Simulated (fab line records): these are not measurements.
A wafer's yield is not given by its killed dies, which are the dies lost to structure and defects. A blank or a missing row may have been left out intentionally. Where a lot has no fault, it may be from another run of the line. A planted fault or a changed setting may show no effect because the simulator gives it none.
Split-lot study -- flow n5 finfet -- 21 wafers read across 7 lots, on a route 1938 steps long

## ON THE SPLIT
At N5_FIN_SAQP_SPACER1_ALD_24 (deposits SiO2, target thk 20.3 nm, pulse time 1 s, purge time 2 s), the setting temp c was moved away from the recipe's 300 C on 6 of the 21 wafers read, by -2.9% to +3.9%. For the rest of the wafers, this setting stayed at what the recipe calls for.

The split's own step is where the reading is taken.

## THE READING
SiO2_of_FIN_SAQP_SPACER1_ALD_24.thk nm (the simulator's own value, which no gauge read), in nm, at N5_FIN_SAQP_SPACER1_ALD_24 (deposits SiO2, target thk 20.3 nm, pulse time 1 s, purge time 2 s). The file gives no usual value for it. Here, 15 wafers ran the recipe; their average is 20.3 nm with a standard deviation of 0.088 nm.

wafer,"tool, chamber at the split","temp c as run, C",against the recipe,"SiO2_of_FIN_SAQP_SPACER1_ALD_24.thk nm, nm",against lot-mates on the recipe
L074.1,"ald sin-02, 1",304,+1.3%,20.2,-0.1
L074.3,"ald sin-02, 0",300,recipe,20.4,-
L074.6,"ald sin-02, 1",300,recipe,20.2,-
L080.2,"ald sin-04, 1,2",300,recipe,20.4,-
L080.3,"ald sin-04, 1,2",300,recipe,20.4,-
L080.5,"ald sin-04, 3",300,recipe,20.2,-
L089.2,"ald sin-02, 3",300,recipe,20.4,-
L089.4,"ald sin-02, 1",311.8,+3.9%,19.8,-0.5
L089.6,"ald sin-02, 1",300,recipe,20.2,-
L091.3,"ald sin-04, 1,3,0",300,recipe,20.4,-
L091.4,"ald sin-04, 1,3,0",300,recipe,20.4,-
L091.5,"ald sin-04, 1,3,0",300,recipe,20.4,-
L092.3,"ald sin-04, 2",310.1,+3.4%,20.2,-0.2
L092.4,"ald sin-04, 0",300,recipe,20.4,-
L092.6,"ald sin-04, 2",310.1,+3.4%,20,-0.4
L093.1,"ald sin-01, 1",300,recipe,20.4,-
L093.4,"ald sin-01, 2",300,recipe,20.2,-
L093.5,"ald sin-01, 1",295.1,-1.6%,20.6,+0.3
L097.1,"ald sin-04, 1",291.2,-2.9%,21,+0.6
L097.4,"ald sin-04, 0,1",300,recipe,20.4,-
L097.5,"ald sin-04, 0,1",300,recipe,20.4,-
Rows listing several chambers each stand for several wafers; the file does not say which wafer went through which chamber.

FIT RESULTS
A straight line over all 21 wafers: SiO2_of_FIN_SAQP_SPACER1_ALD_24.thk nm changes by -0.128 nm for each +1% of temp c; r = -0.87; the points scatter about the line by 0.12 nm.
The same after taking each lot's own level away (the mean of its wafers on the recipe; 21 wafers): -0.129 nm for each +1%; r = -0.90; scatter 0.099 nm.
According to that fit, moving temp c by its largest amount changes the reading by 0.51 nm.
Across the lots, their own levels run from 20.30 to 20.40 nm, a range of 1.1 times the standard deviation given above.
Hence the lot-to-lot level has little effect on the slope; both slopes agree.
Check: for one of the wafers moved furthest among these (+3.9%), held out of the fit, the line's prediction against its lot-mates is -0.465 nm. Against them it came out at -0.5 nm.

## OTHER SPLITS ON THESE WAFERS
Other splits were also applied to these wafers ahead of the reading. Each is held against what the fit with the lots' levels taken away leaves over:
other split on the same wafers,wafers away from the commonest value,r with SiO2_of_FIN_SAQP_SPACER1_ALD_24.thk nm (lot level and that fit taken away)
N5_ZERO_LAYER_COAT_05 spin rpm,5,-0.21
N5_ZERO_LAYER_EXPOSE_08 dose mj,7,-0.20
N5_PMOS_HMC_CHANNEL_EPI_PEB_07 peb temp c,5,+0.05
N5_PMOS_HMC_CHANNEL_EPI_DEVELOP_08 develop time s,10,+0.29

## THE FILE'S OWN FIT
SiO2_of_FIN_SAQP_SPACER1_ALD_24.thk nm changes by -0.134 nm for each +1% of temp c, r = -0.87.
